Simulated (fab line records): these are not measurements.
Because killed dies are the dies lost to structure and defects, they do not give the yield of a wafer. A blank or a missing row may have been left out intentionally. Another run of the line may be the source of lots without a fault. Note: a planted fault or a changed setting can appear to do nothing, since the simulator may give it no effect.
A single fault, viewed from 3 desks	flow n5_finfet	each desk holds nothing but its own numbers, with what lay behind them at the end

## FOR THE TOOL OWNER'S DESK: rie_diel-01
The tool's own readings at N5_BEOL_M13_ETCH_38 (etches SiCN in CF4/N2, target depth 67.5 nm, time 71.9 s): means of the sampled wafers that have a number, for each lot that ran on this tool. Any lot whose mean is over 4 standard deviations away from the usual mean is out of limits and marked OUT; that distance is given in the brackets.
Columns: A = drypump_motor_current_A at N5_BEOL_M13_ETCH_38, usual 5.7 A; B = oes_product_au at N5_BEOL_M13_ETCH_38, usual 0.83 a.u.; C = rf_vpp_V at N5_BEOL_M13_ETCH_38, usual 382.8 V; D = showerhead_plenum_p_Torr at N5_BEOL_M13_ETCH_38, usual 2.23 Torr; E = throttle_valve_pct at N5_BEOL_M13_ETCH_38, usual 15.26 %
lot	first seen here	A	B	C	D	E
L676	day 11 08:08	5.9	0.85	382.0	2.22	15.35
L683	day 13 15:14	5.9	1.22 (+5.4) OUT	380.9	2.17	15.14
L686	day 14 06:20	5.9	1.19 (+5.1) OUT	381.0	2.16	15.16
This desk finds L683, L686 out of limits, L683 being first, at day 13 15:14 (oes_product_au at N5_BEOL_M13_ETCH_38). L676: within limits.

## FROM THE METROLOGY DESK
What the gauges read, lot by lot, whatever tool the lot ran on: means of the sampled wafers that have a number. Any lot whose mean is over 4 standard deviations away from the usual mean is out of limits and marked OUT; that distance is given in the brackets.
Columns: A = cd_nm at N5_BEOL_M13_CD_MEAS_28, usual 209.1 nm; B = M13_OVL at N5_BEOL_M13_OVL_MEAS_29, usual 0 nm; C = trench_depth_nm at N5_BEOL_M13_OCD_MEAS_35, usual 414 nm; D = M13_THK at N5_BEOL_M13_THK_MEAS_50, usual 430 nm
lot	first seen here	A	B	C	D
L676	day 11 07:21	208.7	-9	417	435
L678	day 11 17:28	210.3	-1	411	425
L683	day 13 14:23	207.3	-2	421	439
L686	day 14 04:22	207.3	1	408	428
L692	day 15 08:34	209.7	1	417	431
L697	day 16 12:50	209.7	-6	414	429
This desk's finding: nothing out of limits on any of the 6 lots.

## THE DEFECT DESK
For each lot, the counts of the inspections along the route, averaged over the sampled wafers that have a number. Any lot whose mean is over 4 standard deviations away from the usual mean is out of limits and marked OUT; that distance is given in the brackets.
Columns: A = raw_defect_count at N5_BEOL_M13_INSPECT_30, usual 1.9
lot	first seen here	A
L676	day 11 07:25	2.3
L678	day 11 17:32	2.7
L683	day 13 14:26	1.0
L686	day 14 04:26	2.5
L692	day 15 08:37	2.0
L697	day 16 12:53	2.7
This desk's finding: nothing out of limits on any of the 6 lots.

## BROUGHT TOGETHER
The tool owner's desk had the chance to raise an alarm at day 13 15:14 on L683, L686.
Metrology desk: nothing out of limits seen.
The defect desk saw nothing out of limits.
The metrology desk holds a record of L683, L686, inside its limits.
The defect desk has L683, L686 on record, within its limits.
Of the lots named, all ran N5_BEOL_M13_ETCH_38 on rie_diel-01.

## WHAT THE SIMULATOR HAD PUT IN
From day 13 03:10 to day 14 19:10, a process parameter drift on rie_diel-01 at N5_BEOL_M13_ETCH_38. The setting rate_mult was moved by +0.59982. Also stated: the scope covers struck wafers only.
Shown lots that were struck: L683, L686.
Each desk's first reading out of limits, in hours after the fault started: the tool owner's desk, 12.
